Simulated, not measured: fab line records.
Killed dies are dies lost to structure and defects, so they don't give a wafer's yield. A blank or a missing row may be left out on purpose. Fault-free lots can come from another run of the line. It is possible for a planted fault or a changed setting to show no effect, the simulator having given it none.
Chamber matching || flow n5Finfet || 4 sister chambers for N5_BEOL_M0_CUTY_ETCH_63 on rieDiel-02
The step etches SOC in N2/H2, target depth 82.7 nm, overetch 16.5 nm, time 124 s. 4 wafers are shown with their chamber, then 8 later ones without.

== EACH WAFER AND ITS CHAMBER ==
{"wafer": "L081.2", "chamber": 1, "drypumpMotorCurrentA (A)": 5.8}
{"wafer": "L081.3", "chamber": 2, "drypumpMotorCurrentA (A)": 5.1}
{"wafer": "L081.5", "chamber": 3, "drypumpMotorCurrentA (A)": 5.3}
{"wafer": "L082.2", "chamber": 0, "drypumpMotorCurrentA (A)": 6.2}

== WAFERS WITH NO CHAMBER GIVEN ==
{"wafer": "L082.3", "drypumpMotorCurrentA (A)": 5.8}
{"wafer": "L082.6", "drypumpMotorCurrentA (A)": 5.3}
{"wafer": "L083.3", "drypumpMotorCurrentA (A)": 5.7}
{"wafer": "L083.4", "drypumpMotorCurrentA (A)": 6.2}
{"wafer": "L083.5", "drypumpMotorCurrentA (A)": 5.7}
{"wafer": "L096.1", "drypumpMotorCurrentA (A)": 5.3}
{"wafer": "L096.3", "drypumpMotorCurrentA (A)": 5.1}
{"wafer": "L096.5", "drypumpMotorCurrentA (A)": 5.1}

== WHICH CHAMBER EACH WENT THROUGH ==
{"wafer": "L082.3", "from the rows above": 1, "in truth": 1}
{"wafer": "L082.6", "from the rows above": 3, "in truth": 3}
{"wafer": "L083.3", "from the rows above": 1, "in truth": 1}
{"wafer": "L083.4", "from the rows above": 0, "in truth": 0}
{"wafer": "L083.5", "from the rows above": 1, "in truth": 1}
{"wafer": "L096.1", "from the rows above": 3, "in truth": 3}
{"wafer": "L096.3", "from the rows above": 2, "in truth": 2}
{"wafer": "L096.5", "from the rows above": 2, "in truth": 2}
8 of 8 placed correctly. Not placeable from these rows: 0. Wrongly placed: 0.
How it was worked out, from the rows above alone: a wafer's distance from a chamber is the root of the sum, over the readings, of the square of ((its reading less the chamber's mean) divided by the reading's scatter). The wafer belongs to the nearest chamber; if the next one is less than 2 further off, it can't be placed. The mean given for a chamber averages the wafers shown for that chamber. The scatter: root of mean squared gap, hidden wafer to nearest shown wafer, with one shown wafer a chamber.
